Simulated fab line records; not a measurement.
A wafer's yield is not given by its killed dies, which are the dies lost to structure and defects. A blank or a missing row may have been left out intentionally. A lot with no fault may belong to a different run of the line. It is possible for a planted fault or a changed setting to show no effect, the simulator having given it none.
One fault through the eyes of 2 desks :: flow n5-finfet :: each desk holds nothing but its own numbers, with what lay behind them at the end

## THE METROLOGY DESK
Lot by lot, what the gauges showed, no matter which tool ran the lot: averages of those sampled wafers that carry a number. The brackets show how far a lot's mean lies from the usual mean; more than 4 standard deviations puts the lot out of limits, marked OUT. It has 13 readings, of which 7 appear: the earliest out of limits, and the ones furthest out on some lot.
Columns: A = CJ_N at N5_BEOL_M4_RC_MEAS_101, usual 4.32; B = DIBL_N at N5_BEOL_M4_RC_MEAS_101, usual 35.8 mV/V; C = IOFF_N_LONG at N5_BEOL_M4_RC_MEAS_101, usual 5.52e-05 nA/um; D = RS_PWELL at N5_BEOL_M4_RC_MEAS_101, usual 3004 ohm/sq; E = SS_N at N5_BEOL_M4_RC_MEAS_101, usual 71.5 mV/dec; F = SS_P at N5_BEOL_M4_RC_MEAS_101, usual 73.2 mV/dec; G = VT_P at N5_BEOL_M4_RC_MEAS_101, usual -250 mV
lot: L921
first seen here: day 8 03:52
A: 4.31
B: 36.4
C: 5.71e-05
D: 3000
E: 71.8
F: 72.9
G: -248

lot: L931
first seen here: day 10 23:13
A: 5.05 (+10) OUT
B: 36.5
C: 6.08e-05
D: 3100
E: 71.0
F: 73.5
G: -252

lot: L932
first seen here: day 10 23:55
A: 5.05 (+10) OUT
B: 36.7
C: 6.34e-05
D: 3135 (+4.8) OUT
E: 71.6
F: 73.6
G: -250

lot: L941
first seen here: day 13 01:11
A: 4.30
B: 33.8
C: 5.64e-05
D: 3026
E: 71.5
F: 72.6
G: -247
This desk's result: L931, L932 out of limits, first on L931 (CJ_N at N5_BEOL_M4_RC_MEAS_101), day 10 23:13. L921, L941: within limits.

## DESK OF THE TOOL OWNER: implanter-01
The tool's own readings at N5_WELL_APT_IMPLANT_32: means of the sampled wafers that have a number, for each lot that ran on this tool. The brackets show how far a lot's mean lies from the usual mean; more than 4 standard deviations puts the lot out of limits, marked OUT.
Columns: A = beam-energy-keV at N5_WELL_APT_IMPLANT_32, usual 50.001
lot: L921
first seen here: day 1 15:19
A: 50.002

lot: L931
first seen here: day 4 04:05
A: 41.215 (-99 or more) OUT

lot: L932
first seen here: day 4 09:26
A: 41.211 (-99 or more) OUT
This desk's finding: out of limits on L931, L932; first on L931, day 4 04:05 (beam-energy-keV at N5_WELL_APT_IMPLANT_32). L921: within limits.

## BROUGHT TOGETHER
The tool owner's desk could have raised an alarm at day 4 04:05, on L931, L932.
Metrology desk: alarm possible at day 10 23:13 on L931, L932.
N5_WELL_APT_IMPLANT_32 was run on implanter-01 by each of the lots named.

## WHAT WAS PUT IN BY THE SIMULATOR
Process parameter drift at N5_WELL_APT_IMPLANT_32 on implanter-01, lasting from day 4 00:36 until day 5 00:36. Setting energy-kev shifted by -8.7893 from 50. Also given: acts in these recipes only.
Lots struck among those shown: L931, L932.
Delay (hours) between the fault's onset and each desk's first out-of-limits reading: 3 at the tool owner's desk, 167 at the metrology desk.
